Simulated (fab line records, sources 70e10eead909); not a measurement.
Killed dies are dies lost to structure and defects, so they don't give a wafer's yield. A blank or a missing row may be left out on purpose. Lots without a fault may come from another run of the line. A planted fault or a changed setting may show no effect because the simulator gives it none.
A struck lot beside a sound one | flow nand_harc | 14 steps out of a route of 1302
Sound: wafers L387.1, L387.2, L387.3. Struck: wafer L403.2. (L403.1, L403.5 of the same lot were not struck and are left out.) The cause comes at the end.
At each step with rows: each side's tool, then ch and its chambers, then its first start. Under that, the readings that differ: sound wafers | struck wafers | difference of the means | sigmas: that difference in standard deviations of wafers without a fault.
alike: readings whose means differ by less than 2 such deviations, and words and numbers that are the same on both sides. not compared: withheld readings, readings that some wafer has no value for, bounds like >300 that may hide the same value, and numbers for which the record gives no deviation and whose values overlap.
The two part at a step that has a row with sigmas, a row that says differs or no value, or rows on one side only. Numbers that don't overlap but have no deviation are shown without sigmas and don't part them. A reading that every wafer of one side lacks parts them only if that side has two wafers or more.

first, 4 steps without rows for these wafers: NHARC_A_DECK1_JOINT_CURE_26 (time 32 s); NHARC_A_DECK1_JOINT_ANNEAL_27 (time 3600 s); NHARC_A_DECK1_JOINT_ANNEAL_28 (time 1800 s); NHARC_A_DECK1_JOINT_ANNEAL_29 (time 1800 s).
NHARC_A_DECK1_JOINT_CMP_02: polishes SiOx.
  sound on cmp-02 ch 0,1,3, day 12 15:55; struck on cmp-01 ch 3, day 19 02:11
  alike: edge_zone_pressure_frac, motor_current_A
then, 1 step without rows for these wafers: NHARC_A_DECK1_JOINT_SRD_15.
NHARC_A_DECK1_JOINT_DEP_16: deposits SiO2, target thk 45 nm.
  sound on pecvd-02 ch 0,1,2, day 12 16:18; struck on pecvd-02 ch 0, day 19 02:37
  alike: heater_power_w, susceptor_temp_C, throttle_valve_pct
NHARC_A_DECK1_JOINT_THK_MEAS_17: measures by ellipsometry.
  sound on film_metro-01, day 12 16:35; struck on film_metro-02, day 19 02:52
  alike: thk_nm
NHARC_A_DECK1_JOINT_INSPECT_05:
  sound on defect_inspect-01, day 12 16:37; struck on defect_inspect-02, day 19 02:53
  alike: raw_defect_count
then, 1 step without rows for these wafers: NHARC_A_ONON_D2_DEP_00 (target thk 1000 nm).
NHARC_A_ONON_D2_THK_MEAS_02: measures by ellipsometry.
  sound on film_metro-01, day 12 17:11; struck on film_metro-01, day 19 03:28
  alike: thk_nm
NHARC_A_ONON_D2_DEP_03: target thk 1000 nm.
  sound on pecvd_onon-02 ch 0, day 12 17:15; struck on pecvd_onon-03 ch 0, day 19 03:32
  alike: susceptor_temp_C
NHARC_A_ONON_D2_THK_MEAS_05: measures by ellipsometry.
  sound on film_metro-02, day 12 17:46; struck on film_metro-01, day 19 04:02
  reading     | sound       | struck | difference | sigmas
  thk_nm (nm) | 987 989 988 | 627    | -361       | -44
then, 1 step without rows for these wafers: NHARC_A_ONON_D2_DEP_06 (target thk 1000 nm).

WHERE THEY PART
Only at NHARC_A_ONON_D2_THK_MEAS_05, within this record.

WHY: what the simulator had put in
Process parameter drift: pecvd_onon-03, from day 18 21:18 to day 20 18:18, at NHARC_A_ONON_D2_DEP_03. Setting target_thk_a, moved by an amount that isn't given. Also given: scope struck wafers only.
